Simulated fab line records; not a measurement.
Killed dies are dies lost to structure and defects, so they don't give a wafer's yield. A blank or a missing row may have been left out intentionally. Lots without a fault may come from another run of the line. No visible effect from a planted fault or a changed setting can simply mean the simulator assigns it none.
A lot that was struck, set against a sound lot + flow n5_finfet + 41 steps out of a route of 1938
Sound: wafers L680.1, L680.5, L680.6. Struck: wafers L686.2, L686.4, L686.5. The cause comes at the end.
Per side, at each step with rows, come the tool, then ch with its chambers, and then its first start. Under that, the readings that differ: sound wafers + struck wafers + difference of the means + sigmas: that difference in standard deviations of wafers without a fault.
alike: words and numbers the same on both sides, and readings whose means are apart by under 2 such deviations; not compared: readings that were withheld, readings missing a value for some wafer, numbers with overlapping values and no deviation given by the record, and bounds like >300 which may hide the same value.
Wherever a step has rows on one side only, a row that says differs or no value, or a row with sigmas, the two part there. Non-overlapping numbers with no deviation appear without sigmas and do not part them. A reading that every wafer of one side lacks parts them only if that side has two wafers or more.

first, 11 steps without rows for these wafers: N5_BEOL_M0_SAQP_STRIP_113 (strips in CHF3/O2); N5_BEOL_M0_SAQP_MANDREL_ETCH_20 (etches a-Si in HBr/Cl2, stops on SiNx, target depth 60 nm, bt time 10 s, time 30 s); N5_BEOL_M0_SAQP_STRIP_86 (strips in N2/H2); N5_BEOL_M0_SAQP_STRIP_115 (strips in post etch residue remover, time 60 s); N5_BEOL_M0_SAQP_SRD_93 (time 30 s); N5_BEOL_M0_SAQP_RECESS_114 (chemistry HF/NH3, target SiO2, target depth 14.4 nm, afs cycles 3, sublimation time 60 s); N5_BEOL_M0_SAQP_SPACER1_ALD_98 (deposits SiO2, target thk 12.8 nm, pulse time 1 s, purge time 2 s); N5_BEOL_M0_SAQP_SPACER1_ETCHBACK_99 (etches SiO2 in CHF3/O2, target depth 15.4 nm, time 7.7 s); N5_BEOL_M0_SAQP_MANDREL1_REMOVE_100 (chemistry HBr/Cl2/O2, target a-Si, stops on SiNx, bt time 10 s); N5_BEOL_M0_SAQP_ETCH_101 (etches SiNx in CH3F/O2, target depth 29.9 nm, time 42.7 s); N5_BEOL_M0_SAQP_ETCH_102 (etches SiO2 in CF4, target depth 4 nm, time 4.4 s).
N5_BEOL_M0_SAQP_MANDREL_ETCH_103: etches a-Si in HBr/Cl2, stops on SiCN, target depth 45 nm, bt time 10 s, time 27 s.
  sound on rie_si-02 ch 1,2, day 6 21:37; struck on rie_si-02 ch 0,2, day 8 07:17
| reading                                         | sound             | struck               | difference | sigmas |
|-------------------------------------------------|-------------------|----------------------|------------|--------|
| oes_product_au (a.u.)                           | 0.656 0.669 0.680 | 0.575 0.604 0.586    | -0.080     | -7     |
| over_etch_frac                                  | 0.8 0.8 0.8       | 1.3531 1.3531 1.3531 | +0.5531    |        |
| model.SiCN_of_BEOL_M0_SAQP_PECVD_03.thk_nm (nm) | 8.8 9.2 9         | 7 7 7.2              | -2         |        |
  alike: bias_w, drypump_motor_current_A, throttle_valve_pct
  not compared: rf_hours_counter_h
then, 5 steps without rows for these wafers: N5_BEOL_M0_SAQP_RECESS_104 (chemistry HF/NH3, target SiO2, target depth 18 nm, afs cycles 3, sublimation time 60 s); N5_BEOL_M0_SAQP_COAT_105 (time 60 s, resist thk 100 nm); N5_BEOL_M0_SAQP_ETCH_106 (etches SOC in N2/H2, stops on SiNx, target depth 150 nm); N5_BEOL_M0_SAQP_ETCH_107 (etches SiNx in CH3F/O2, target depth 30 nm); N5_BEOL_M0_SAQP_STRIP_108 (strips in N2/H2).
N5_BEOL_M0_SAQP_RECESS_109: chemistry HF/NH3, target SiO2, target depth 3 nm, afs cycles 1, sublimation time 60 s.
  sound on vapor_etch-01 ch 0,1, day 6 22:19; struck on vapor_etch-01 ch 0, day 8 07:59
| reading                                         | sound       | struck      | difference | sigmas |
|-------------------------------------------------|-------------|-------------|------------|--------|
| model.SiCN_of_BEOL_M0_SAQP_PECVD_03.thk_nm (nm) | 8.6 8.8 8.6 | 6.6 6.6 6.8 | -2.0       |        |
  alike: drypump_motor_current_A
then, 19 steps without rows for these wafers: N5_BEOL_M0_SAQP_SPACER2_ALD_26 (deposits SiO2, target thk 15 nm, pulse time 1 s, purge time 2 s); N5_BEOL_M0_SAQP_SPACER2_ETCHBACK_27 (etches SiO2 in CHF3/O2, target depth 22.5 nm, time 11.25 s); N5_BEOL_M0_SAQP_MANDREL2_REMOVE_110 (chemistry HBr/Cl2/O2, target a-Si, stops on SiCN, bt time 10 s); N5_BEOL_M0_SAQP_COAT_69 (time 60 s, resist thk 90 nm); N5_BEOL_M0_SAQP_COAT_72 (time 60 s, resist thk 15 nm); N5_BEOL_M0_SAQP_COAT_87 (time 60 s, resist thk 5 nm); N5_BEOL_M0_SAQP_COAT_34 (resist thk 30 nm); N5_BEOL_M0_SAQP_EBR_36; N5_BEOL_M0_SAQP_SOFTBAKE_35 (time 60 s); N5_BEOL_M0_SAQP_EXPOSE_37 (exposes mask M0 CUT1, target cd 30 nm); N5_BEOL_M0_SAQP_PEB_38 (peb time 60 s); N5_BEOL_M0_SAQP_DEVELOP_39 (develop time 30 s); N5_BEOL_M0_SAQP_DESCUM_45 (chemistry O2, time 7 s); N5_BEOL_M0_SAQP_ETCH_88 (etches underlayer in N2/H2, target depth 6.5 nm, time 5.2 s); N5_BEOL_M0_SAQP_ETCH_73 (etches SiARC in CF4, target depth 19.5 nm, time 32.5 s); N5_BEOL_M0_SAQP_CUT_ETCH_46 (etches SOC in N2/H2, target depth 135 nm, overetch 27 nm, time 202.5 s); N5_BEOL_M0_SAQP_STRIP_74 (strips in N2/H2); N5_BEOL_M0_SAQP_STRIP_89 (strips in N2/H2); N5_BEOL_M0_SAQP_ALD_48 (deposits SiO2, target thk 20 nm, pulse time 1 s, co reactant pulse time 1 s).
N5_BEOL_M0_ETCH_138: etches SiCN in CH3F/O2, target depth 12 nm, time 31.6 s.
  sound on rie_diel-02 ch 2,3, day 7 01:35; struck on rie_diel-05 ch 2,3, day 8 11:34
| reading                                               | sound            | struck            | difference | sigmas |
|-------------------------------------------------------|------------------|-------------------|------------|--------|
| etch_rf_on_time_s (s)                                 | 28.7 29.4 29.2   | 22.0 23.0 22.6    | -6.6       | -8     |
| model.etch.depth_nm (nm)                              | 8.51 8.789 8.583 | 6.678 6.664 6.795 | -1.915     |        |
| model.SiO2_of_BEOL_M0_SAQP_SPACER2_ALD_26.thk_nm (nm) | 5.2 5.2 5        | 5.4 5.6 5.4       | +0.3       |        |
  alike: bias_w, drypump_motor_current_A, oes_product_au, rf_vpp_V, showerhead_plenum_p_Torr, throttle_valve_pct
  not compared: rf_hours_counter_h
N5_BEOL_M0_HM_OPEN_105: chemistry Cl2/BCl3, target TiN, target depth 12 nm.
  sound on rie_metal-02 ch 1, day 7 11:26; struck on rie_metal-02 ch 0,1, day 8 12:59
| reading                                               | sound       | struck | difference | sigmas |
|-------------------------------------------------------|-------------|--------|------------|--------|
| model.SiO2_of_BEOL_M0_SAQP_SPACER2_ALD_26.thk_nm (nm) | 2.8 2.8 2.8 | 3 3 3  | +0         |        |
  alike: bias_w, drypump_motor_current_A, oes_product_au, throttle_valve_pct
  not compared: rf_hours_counter_h
N5_BEOL_M0_ETCH_128: etches SiCN in CF4/N2, target depth 12 nm, overetch 5.1 nm, time 21.4 s.
  sound on rie_diel-05 ch 2,3, day 7 11:55; struck on rie_diel-05 ch 1,2,3, day 8 14:04
| reading                  | sound            | struck   | difference | sigmas |
|--------------------------|------------------|----------|------------|--------|
| model.etch.depth_nm (nm) | 8.51 8.789 8.583 | 12 12 12 | +3         |        |
  alike: bias_w, drypump_motor_current_A, oes_product_au, rf_vpp_V, showerhead_plenum_p_Torr, throttle_valve_pct
  not compared: rf_hours_counter_h
-- the record jumps here: 3 days lie between the struck wafers' starts before and after (it left off in module BEOL_M0 and takes up again in module BEOL_M4, whose first step shown is number 1111 of the route) --
N5_BEOL_M4_RC_MEAS_101:
  sound on prober-01 ch 0, day 10 15:33; struck on prober-02 ch 0, day 11 08:52
  alike: DIBL_N, DIBL_P, IOFF_N, IOFF_P, ION_N, ION_P, SS_N, SS_P, VT_N, VT_P

## WHERE THEY PART
At N5_BEOL_M0_SAQP_MANDREL_ETCH_103 first; at N5_BEOL_M0_ETCH_138 last (within this record only). Later steps at which nothing parts them and some readings are alike: N5_BEOL_M0_HM_OPEN_105, N5_BEOL_M0_ETCH_128, N5_BEOL_M4_RC_MEAS_101.

WHY: whatever the simulator had introduced
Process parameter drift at N5_BEOL_M0_SAQP_MANDREL_ETCH_103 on rie_si-02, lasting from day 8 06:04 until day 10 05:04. Setting over_etch_frac, moved by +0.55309, from 0.8. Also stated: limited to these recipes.
